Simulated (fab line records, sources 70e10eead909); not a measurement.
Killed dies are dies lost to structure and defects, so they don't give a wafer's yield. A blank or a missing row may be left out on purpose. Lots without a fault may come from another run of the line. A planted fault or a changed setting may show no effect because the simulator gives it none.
fab line records | flow nand_harc
record lots=10 wafers=30 last_day=34
route steps=1302 shown P_M1@302 P_M2@326 END@1302
lots that met no fault: from a run of the same line without faults
start_h: hours from the record's first day to the start of the lot's first wafer shown | wait_h: hours since the lot's step before | " the same as in the row above | L1.1+2: a row that stands for several wafers | - no value, or no start given | * or withheld: withheld | < > ~ a bound
route shown NAME@n: a module of which the file shows steps, and the number in the route of the first | usual: mean/standard deviation of fault-free wafers | same: alike in all rows | chamber/n: place in a boat | sites: the reading at each site | _std_site: their standard deviation | _edge_site: outer sites' mean less inner sites' | radius_mm: how far each site lies from the wafer's centre | mask NAME#n: copy n | behind: the tool/chamber that last shaped the wafer | hold: why the lot was held/for how many hours/how that ended | device: the transistor (n, p or np) that didn't switch | end of line: the same wafers' tests at the end of the route | a step without rows: its recipe alone | killed: dies lost to structure and defects at the first sort, not the wafer's yield | map: a wafer's dies, x killed, . not, _ none there
set.NAME: the setting as run; set.NAME@STEP: as run at that earlier step | model.NAME: the simulator's own value behind a step, which no gauge read
steps of the route over a sample of lots; a table a step, a row a wafer
services: from which hour (start_h, from the record's first day; less than 0 if before it) a tool's chamber was out of use, for how many hours, and why
## steps
# step NHARC_P_M1_STRIP_18
# recipe power_w=1000 n2_flow_sccm=150 h2_flow_sccm=150 ar_flow_sccm=0 bias_w=0 chemistry=N2/H2
# usual drypump_motor_current_A=5.8/0.49 oes_product_au=0.998/0.009 rf_vpp_V=90.8/1.1 showerhead_plenum_p_Torr=2.04/0.11 throttle_valve_pct=14.173/0.0097
# columns lot.wafer tool chamber start_h wait_h drypump_motor_current_A oes_product_au rf_hours_counter_h rf_vpp_V showerhead_plenum_p_Torr throttle_valve_pct
L355.2 rie_diel-11 0 127.35 0.1 6.3 1.001 8 88.3 1.92 14.167
L355.6 " 0 " " 6.2 0.997 - 89.9 1.92 14.159
L355.5 " 1 " " 5.5 0.988 - 90.4 2.10 14.181
L356.1 rie_diel-08 0 137.87 0.1 5.7 1.012 9 90.4 2.15 14.169
L356.2 " 3 " " 6.0 1.008 11 89.8 1.89 14.176
L356.5 " 1 " " 4.9 1.020 - 91.3 2.18 14.166
L359.2 rie_diel-08 2 178.72 0.1 6.5 0.995 15 89.6 2.03 14.174
L359.1 " 1 " " 4.9 1.010 15 91.4 2.18 14.168
L359.5 " 2 " " 6.5 0.976 - 90.3 2.03 14.183
L362.1 rie_diel-08 0 206.23 0.1 5.7 0.993 0 91.2 2.15 14.176
L362.2 " 3 " " 6.0 0.995 0 89.3 1.89 14.184
L362.4 " 0 " " 5.7 0.995 - 92.1 2.15 14.174
L364.2 rie_diel-08 2 217.45 0.1 6.5 0.982 0 91.6 2.03 14.169
L364.6 " 1 " " 4.9 0.995 - 90.5 2.17 14.175
L364.5 " 2 " " 6.5 0.985 - 91.2 2.03 14.177
L367.4 rie_diel-07 1 240.61 0.1 6.4 0.996 6 91.1 2.20 14.202
L367.5 " 2 " " 5.6 1.005 - 90.2 2.05 14.165
L367.6 " 3 " " 5.3 0.994 - 90.4 1.90 14.188
L374.1 rie_diel-08 3 313.80 0.1 6.0 1.004 9 90.1 1.89 14.181
L374.4 " 1 " " 4.9 1.007 10 91.8 2.17 14.178
L374.6 " 3 " " 6.0 0.994 - 89.3 1.89 14.157
L375.4 rie_diel-08 1 334.49 0.1 4.9 1.018 11 92.5 2.17 14.172
L375.1 " 3 " " 6.0 0.993 11 89.9 1.89 14.165
L375.3 " 0 " " 5.7 1.002 9 92.1 2.15 14.167
L376.4 rie_diel-08 0 336.31 0.1 5.7 1.000 9 91.4 2.15 14.167
L376.1 " 1 " " 4.9 1.014 11 90.2 2.17 14.185
L376.5 " 3 " " 6.0 0.991 - 90.1 1.89 14.172
L377.3 rie_diel-08 0 350.72 0.1 5.7 1.018 10 90.2 2.15 14.177
L377.2 " 2 " " 6.5 0.991 11 90.1 2.03 14.181
L377.5 " 0 " " 5.7 1.010 - 92.0 2.15 14.166
# step NHARC_P_M2_PEB_07
# recipe peb_temp_c=100 peb_time_s=65
# usual heater_power_total_W=156.7/0.41 resist_line_temp_C=22.97/0.1
# columns lot.wafer tool chamber start_h wait_h heater_power_total_W resist_line_temp_C
L355.2 litho_track-04 0 130.85 0.1 156.9 22.98
L355.5 " 0 " " 157.2 23.00
L355.6 " 0 " " 156.6 23.06
L356.1 litho_track-01 0 141.89 0.1 156.0 22.92
L356.2 " 0 " " 157.0 23.00
L356.5 " 0 " " 157.1 23.11
L359.1 litho_track-04 0 182.32 0.1 157.0 22.88
L359.2 " 0 " " 156.8 23.00
L359.5 " 0 " " 157.2 22.96
L362.1 litho_track-01 0 209.70 0.1 156.3 23.06
L362.2 " 0 " " 157.1 22.93
L362.4 " 0 " " 156.5 22.86
L364.2 litho_track-01 0 221.05 0.1 198.4 22.98
L364.5 " 0 " " 197.4 22.79
L364.6 " 0 " " 197.3 23.03
L367.4 litho_track-01 0 243.91 0.0 198.5 23.08
L367.5 " 0 " " 198.1 23.02
L367.6 " 0 " " 197.0 23.21
L374.1 litho_track-06 0 317.33 0.1 156.1 23.17
L374.4 " 0 " " 156.6 23.04
L374.6 " 0 " " 157.1 23.10
L375.1 litho_track-06 0 338.00 0.1 155.9 22.98
L375.3 " 0 " " 157.0 23.14
L375.4 " 0 " " 156.6 23.09
L376.1 litho_track-01 0 339.81 0.1 155.9 22.78
L376.4 " 0 " " 157.1 22.93
L376.5 " 0 " " 157.2 22.81
L377.2 litho_track-04 0 354.25 0.1 157.0 22.97
L377.3 " 0 " " 156.0 23.07
L377.5 " 0 " " 157.0 22.91
# step NHARC_P_M2_CD_MEAS_09
# recipe target_cd_nm=170 landing_energy_ev=500
# usual cd_nm=170.3/0.73
# columns lot.wafer tool chamber start_h wait_h hold cd_nm
L355.2 cd_sem-02 0 130.93 - - 170.3
L355.5 " 0 " " - 171.0
L355.6 " 0 " " - 170.5
L356.1 cd_sem-03 0 141.97 - - 169.9
L356.2 " 0 " " - 170.5
L356.5 " 0 " " - 170.2
L359.1 cd_sem-02 0 182.40 - - 170.6
L359.2 " 0 " " - 170.9
L359.5 " 0 " " - 170.6
L362.1 cd_sem-02 0 209.78 - - 170.6
L362.2 " 0 " " - 170.5
L362.4 " 0 " " - 170.6
L364.2 cd_sem-01 0 221.13 - await_dispo/0.2h/release 154.2
L364.5 " 0 " " await_dispo/0.2h/release 154.3
L364.6 " 0 " " await_dispo/0.2h/release 154.8
L364.2 cd_sem-01 0 - - - 154.3
L364.5 " 0 " " - 154.3
L364.6 " 0 " " - 154.4
L367.4 cd_sem-01 0 244.01 - await_dispo/0.2h/release 155.1
L367.5 " 0 " " await_dispo/0.2h/release 154.5
L367.6 " 0 " " await_dispo/0.2h/release 154.7
L367.4 cd_sem-01 0 - - - 154.9
L367.5 " 0 " " - 154.3
L367.6 " 0 " " - 154.9
L374.1 cd_sem-03 0 317.41 - - 169.6
L374.4 " 0 " " - 170.0
L374.6 " 0 " " - 168.7
L375.1 cd_sem-02 0 338.07 - - 169.5
L375.3 " 0 " " - 168.9
L375.4 " 0 " " - 168.3
L376.1 cd_sem-03 0 339.89 - - 169.6
L376.4 " 0 " " - 170.1
L376.5 " 0 " " - 170.8
L377.2 cd_sem-01 0 354.33 - - 170.2
L377.3 " 0 " " - 170.1
L377.5 " 0 " " - 170.4
# step NHARC_P_M2_ETCH_28
# recipe target_depth_a=300 over_etch_frac=0.3 time_s=72.99 ion_energy_ev=150 cf4_flow_sccm=50 n2_flow_sccm=100 ar_flow_sccm=150 rf_w=300 bias_w=100 chemistry=CF4/N2
# usual drypump_motor_current_A=5.6/0.52 oes_product_au=0.999/0.012 rf_vpp_V=313.6/2 showerhead_plenum_p_Torr=2.60/0.11 throttle_valve_pct=19.795/0.0088
# same time_s=72.99
# columns lot.wafer tool chamber start_h wait_h drypump_motor_current_A oes_product_au rf_hours_counter_h rf_vpp_V showerhead_plenum_p_Torr throttle_valve_pct
L355.2 rie_diel-04 0 - - 5.8 1.001 6.9 316.2 2.76 19.803
L355.5 " 0 " " 5.8 1.004 - 316.1 2.76 19.788
L355.6 " 1 " " 5.6 0.993 - 311.7 2.50 19.795
L356.2 rie_diel-09 3 - - 5.8 1.005 9.7 314.5 2.57 19.796
L356.1 " 1 " " 4.8 0.999 11.2 310.3 2.49 19.793
L356.5 " 3 " " 5.7 1.005 - 312.8 2.57 19.804
L359.2 rie_diel-01 3 - - 6.7 1.019 5.9 315.8 2.78 19.792
L359.1 " 0 " " 5.8 1.001 5.3 312.4 2.51 19.788
L359.5 " 1 " " 5.9 0.997 - 315.5 2.69 19.804
L362.4 rie_diel-04 1 - - 5.6 0.979 0.8 312.3 2.50 19.808
L362.1 " 2 " " 5.4 0.993 0.7 313.1 2.51 19.790
L362.2 " 3 " " 5.4 0.983 1.2 311.4 2.53 19.809
L364.2 rie_diel-01 1 - - 5.9 1.001 0.4 314.8 2.69 19.785
L364.5 " 2 " " 5.3 0.994 - 313.8 2.57 19.787
L364.6 " 3 " " 6.7 1.018 - 316.5 2.78 19.785
L367.4 rie_diel-01 2 - - 5.3 0.994 1.3 314.4 2.57 19.792
L367.5 " 2 " " 5.3 1.001 - 312.0 2.57 19.805
L367.6 " 3 " " 6.7 1.006 - 315.7 2.78 19.801
L374.4 rie_diel-09 1 - - 4.8 0.985 10.5 310.4 2.48 19.800
L374.1 " 0 " " 5.8 0.987 10.2 315.2 2.71 19.804
L374.6 " 2 " " 5.0 0.986 - 311.1 2.50 19.782
L375.3 rie_diel-01 3 - - 6.6 1.015 5.9 315.6 2.78 19.792
L375.1 " 0 " " 5.8 1.003 5.7 311.7 2.51 19.789
L375.4 " 2 " " 5.3 1.000 7.1 312.1 2.57 19.807
L376.4 rie_diel-09 3 - - 5.7 0.994 0.3 314.2 2.56 19.795
L376.1 " 0 " " 5.8 0.988 0.4 314.8 2.71 19.795
L376.5 " 2 " " 5.0 1.002 - 312.9 2.50 19.813
L377.3 rie_diel-01 1 - - 5.9 1.015 7.5 316.7 2.69 19.782
L377.2 " 2 " " 5.3 1.007 7.7 312.8 2.57 19.800
L377.5 " 3 " " 6.6 1.020 - 316.5 2.78 19.790
# step NHARC_P_M2_DEGAS_29
# recipe temp_c=250 time_s=60
# usual heater_power_w=343/48
# same time_s=60
# columns lot.wafer tool chamber start_h wait_h heater_power_w
L355.2 pvd_sputter-03 - 132.13 - 346
L355.5 " - " " 343
L355.6 " - " " 403
L356.1 pvd_sputter-01 - 143.53 - 298
L356.2 " - " " 254
L356.5 " - " " 250
L359.2 pvd_sputter-02 - 183.63 - 338
L359.1 " - " " 329
L359.5 " - " " 336
L362.4 pvd_sputter-03 - 210.99 - 300
L362.2 " - " " 377
L362.1 " - " " 388
L364.2 pvd_sputter-01 - 225.72 - 317
L364.6 " - " " 298
L364.5 " - " " 246
L367.4 pvd_sputter-03 - 251.57 - 378
L367.5 " - " " 302
L367.6 " - " " 361
L374.4 pvd_sputter-03 - 318.62 - 359
L374.1 " - " " 392
L374.6 " - " " 359
L375.1 pvd_sputter-01 - 339.28 - 306
L375.4 " - " " 301
L375.3 " - " " 263
L376.4 pvd_sputter-03 - 341.15 - 401
L376.1 " - " " 299
L376.5 " - " " 397
L377.3 pvd_sputter-02 - 355.53 - 327
L377.2 " - " " 333
L377.5 " - " " 436
# step NHARC_END_SORT_01
# recipe temp_c=25
# usual defect_limited_yield=91.4/2.7 killed_at_array=53/18 killed_at_other=0.8/1.1 killed_at_periphery=4.1/2.7 killed_dies=58/18 killed_open=3.1/1.7 killed_short=2.7/1.7 sort_bin_2_pct=3.0/1.2 sort_bin_3_pct=0.6/0.37 sort_bin_4_pct=4.9/1.5 sort_n_pass=619/18 sort_rim_yield_pct=91/4.1 sort_yield_pct=91.4/2.7
# same gross_dies=677 sort_bin_5_pct[%]=0 sort_bin_6_pct[%]=0 sort_bin_7_pct[%]=0 sort_bin_8_pct[%]=0 sort_rim_n_gross=106.00
# columns lot.wafer tool chamber start_h wait_h defect_limited_yield[%] killed_at_array killed_at_other killed_at_periphery killed_dies killed_open killed_short sort_bin_2_pct[%] sort_bin_3_pct[%] sort_bin_4_pct[%] sort_n_pass sort_rim_yield_pct[%] sort_yield_pct[%]
L355.2 prober-01 0 574.30 2.8 91.0 56 1 4 61 2 1 3.5 0.7 4.7 616 89 91.0
L355.5 prober-01 0 576.73 3.7 89.2 62 1 10 73 1 4 4.6 1.3 4.9 604 97 89.2
L355.6 prober-01 0 577.53 4.0 92.9 38 0 10 48 7 2 2.4 1.0 3.7 629 86 92.9
L362.1 prober-02 0 651.61 2.5 94.8 32 0 3 35 1 4 1.0 0.1 4.0 642 97 94.8
L362.2 prober-02 0 652.41 2.8 96.0 17 1 9 27 4 2 0.4 0.1 3.4 650 91 96.0
L362.4 prober-02 0 654.02 3.4 96.0 21 1 5 27 2 1 1.5 0.1 2.4 650 96 96.0
L364.2 prober-02 0 660.21 2.8 93.4 36 1 8 45 4 3 2.2 0.7 3.7 632 87 93.4
L364.5 prober-02 0 662.61 3.7 93.1 39 0 8 47 5 0 3.0 0.1 3.8 630 92 93.1
L364.6 prober-02 0 663.41 4.0 90.4 56 0 9 65 5 4 3.4 0.6 5.6 612 91 90.4
L367.4 prober-01 0 670.03 3.4 90.1 62 0 5 67 3 1 4.6 0.7 4.6 610 85 90.1
L367.5 prober-01 0 670.83 3.7 91.1 55 0 5 60 5 2 4.1 0.4 4.3 617 89 91.1
L367.6 prober-01 0 671.63 4.0 90.3 59 0 7 66 4 2 3.4 0.6 5.8 611 89 90.3
L374.1 prober-01 0 752.87 2.5 86.0 89 1 5 95 1 0 4.7 0.7 8.6 582 86 86.0
L374.4 prober-01 0 755.23 3.4 89.4 71 0 1 72 4 2 4.1 0.6 5.9 605 81 89.4
L374.6 prober-01 0 756.81 3.9 89.1 70 0 4 74 3 1 3.1 0.9 6.9 603 83 89.1
# killed by level:class
L355.2 A_CHANNEL_HOLE_D2:chamber_film_flake=31 A_CHANNEL_HOLE_D1:chamber_film_flake=14 P_M1:chamber_film_flake=4 A_ZERO_WELL:chamber_film_flake=4 A_M0:geometric_particle:open=2 A_STAIRCASE:chamber_film_flake=2 STARTING-WAFER:geometric_particle:short=1 A_CHANNEL_FILL_D1:chamber_film_flake=1
L355.5 A_CHANNEL_HOLE_D1:chamber_film_flake=24 A_CHANNEL_HOLE_D2:chamber_film_flake=22 P_M1:chamber_film_flake=7 A_ZERO_WELL:chamber_film_flake=4 P_GATE:chamber_film_flake=3 A_CONTACT:chamber_film_flake=3 A_WL_FILL:chamber_film_flake=2 A_CHANNEL_HOLE_D1:geometric_particle:short=1
L355.6 A_CHANNEL_HOLE_D1:chamber_film_flake=11 A_CHANNEL_HOLE_D2:chamber_film_flake=8 P_M1:chamber_film_flake=6 A_ZERO_WELL:chamber_film_flake=5 A_M0:geometric_particle:open=3 A_M0:geometric_particle:short=2 P_GATE:chamber_film_flake=2 A_STAIRCASE:chamber_film_flake=2
L362.1 A_CHANNEL_HOLE_D2:chamber_film_flake=13 A_CHANNEL_HOLE_D1:chamber_film_flake=5 P_ZERO_WELL:chamber_film_flake=3 A_SLIT:chamber_film_flake=3 A_WL_FILL:chamber_film_flake=2 A_DECK1_JOINT:geometric_particle:open=1 A_DECK1_JOINT:geometric_particle:short=1 A_ONON_D2:geometric_particle:short=1
L362.2 P_ZERO_WELL:chamber_film_flake=6 A_CHANNEL_HOLE_D2:chamber_film_flake=6 P_GATE:chamber_film_flake=3 A_CHANNEL_FILL_D1:geometric_particle:short=2 A_CHANNEL_HOLE_D1:chamber_film_flake=2 A_WL_FILL:chamber_film_flake=2 A_ONON_D1:geometric_particle:open=1 A_CHANNEL_HOLE_D2:geometric_particle:open=1
L362.4 A_CHANNEL_HOLE_D2:chamber_film_flake=9 A_CHANNEL_HOLE_D1:chamber_film_flake=6 P_GATE:chamber_film_flake=3 P_M0:geometric_particle:open=1 A_ONON_D2:geometric_particle:open=1 A_WL_FILL:geometric_particle:short=1 P_ZERO_WELL:chamber_film_flake=1 A_DECK1_JOINT:chamber_film_flake=1
L364.2 A_CHANNEL_HOLE_D1:chamber_film_flake=16 A_CHANNEL_HOLE_D2:chamber_film_flake=9 P_M2:area_peb=4 P_GATE:chamber_film_flake=3 A_M0:geometric_particle:open=2 A_SLIT:chamber_film_flake=2 A_ONON_D1:geometric_particle:open=1 A_ONON_D2:geometric_particle:short=1
L364.5 A_CHANNEL_HOLE_D2:chamber_film_flake=15 A_CHANNEL_HOLE_D1:chamber_film_flake=13 P_GATE:chamber_film_flake=4 A_CHANNEL_FILL_D1:geometric_particle:open=2 A_SLIT:chamber_film_flake=2 A_CONTACT:chamber_film_flake=2 P_CONTACT:geometric_particle:open=1 A_ONON_D2:geometric_particle:open=1
L364.6 A_CHANNEL_HOLE_D1:chamber_film_flake=33 A_CHANNEL_HOLE_D2:chamber_film_flake=9 P_GATE:chamber_film_flake=4 P_M2:area_peb=4 A_ONON_D2:geometric_particle:open=2 A_CHANNEL_HOLE_D1:geometric_particle:short=1 A_CHANNEL_FILL_D2:geometric_particle:open=1 A_WL_FILL:geometric_particle:short=1
L367.4 A_SLIT:chamber_film_flake=23 A_CHANNEL_HOLE_D2:chamber_film_flake=16 A_CHANNEL_HOLE_D1:chamber_film_flake=6 A_STAIRCASE:chamber_film_flake=5 P_CONTACT:chamber_film_flake=3 A_CONTACT:chamber_film_flake=3 A_WL_FILL:chamber_film_flake=2 A_ONON_D1:geometric_particle:open=1
L367.5 A_SLIT:chamber_film_flake=20 A_CHANNEL_HOLE_D2:chamber_film_flake=16 A_CONTACT:chamber_film_flake=5 A_STAIRCASE:chamber_film_flake=4 P_CONTACT:chamber_film_flake=3 A_CHANNEL_HOLE_D1:chamber_film_flake=3 P_CONTACT:geometric_particle:open=1 A_ONON_D1:geometric_particle:open=1
L367.6 A_SLIT:chamber_film_flake=34 A_CHANNEL_HOLE_D2:chamber_film_flake=8 A_CONTACT:chamber_film_flake=6 P_M2:area_peb=4 A_CHANNEL_HOLE_D1:chamber_film_flake=3 P_M1:geometric_particle:open=2 A_CHANNEL_HOLE_D2:geometric_particle:short=2 A_WL_FILL:chamber_film_flake=2
L374.1 A_CHANNEL_HOLE_D1:chamber_film_flake=36 A_SLIT:chamber_film_flake=25 A_CHANNEL_HOLE_D2:chamber_film_flake=19 A_CONTACT:chamber_film_flake=4 P_GATE:chamber_film_flake=3 A_STAIRCASE:chamber_film_flake=3 P_ZERO_WELL:chamber_film_flake=2 A_M0:geometric_particle:open=1
L374.4 A_SLIT:chamber_film_flake=33 A_CHANNEL_HOLE_D2:chamber_film_flake=16 A_CHANNEL_HOLE_D1:chamber_film_flake=9 A_STAIRCASE:chamber_film_flake=2 A_CHANNEL_FILL_D2:chamber_film_flake=2 A_CHANNEL_FILL_D1:geometric_particle:open=1 A_ONON_D2:geometric_particle:open=1 A_CHANNEL_FILL_D2:geometric_particle:short=1
L374.6 A_SLIT:chamber_film_flake=35 A_CHANNEL_HOLE_D2:chamber_film_flake=17 A_CHANNEL_HOLE_D1:chamber_film_flake=13 P_GATE:chamber_film_flake=2 A_CHANNEL_FILL_D2:geometric_particle:short=1 A_SGD_CUT:geometric_particle:open=1 A_BLC:geometric_particle:open=1 A_M0:geometric_particle:open=1
## services
# columns tool chamber start_h hours kind
rie_diel-09 3 105.41 3.6 repair
rie_diel-08 - 116.25 0.4 repair
rie_diel-08 0 118.73 12.2 repair
pvd_sputter-03 - 137.19 3.6 repair
rie_diel-09 - 143.10 9.0 pm
pvd_sputter-03 - 143.25 6.1 repair
rie_diel-01 - 151.81 0.9 repair
rie_diel-08 2 152.58 1.3 repair
litho_track-01 - 155.00 7.0 pm
pvd_sputter-03 - 170.00 10.0 pm
rie_diel-08 - 191.05 9.0 pm
rie_diel-09 1 192.97 4.6 repair
rie_diel-08 2 203.25 12.5 repair
rie_diel-01 - 203.84 9.0 pm
pvd_sputter-03 - 221.56 6.7 repair
rie_diel-08 0 235.14 17.7 repair
rie_diel-01 0 249.99 2.4 repair
rie_diel-01 2 310.01 3.9 repair
pvd_sputter-03 - 322.28 5.8 repair
rie_diel-01 3 325.44 3.4 repair
litho_track-01 - 330.00 7.0 pm
rie_diel-08 - 333.82 0.5 repair
rie_diel-08 2 339.63 3.4 repair
pvd_sputter-03 - 348.24 10.0 pm
## key
first_sign step=NHARC_P_M2_PEB_07 reading=heater_power_total_W direction=up sigmas=99+ usual=* struck=*
effect step=NHARC_P_M2_CD_MEAS_09 reading=visit direction=added
effect step=NHARC_P_M2_CD_MEAS_09 reading=cd_nm direction=down sigmas=22 usual=170.3 struck=154.6
met_at NHARC_P_M2_PEB_07
struck_lots L364,L367
not_acting_at NHARC_P_M1_STRIP_18,NHARC_P_M2_ETCH_28,NHARC_P_M2_DEGAS_29
onset_between 209.70 221.05
fault kind=process_parameter_drift tool=litho_track-01 chamber=- onset_h=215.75 steps=NHARC_P_M2_PEB_07 channel=peb_time_s offset=* shape=step end_h=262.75 acts_in=* stated=*
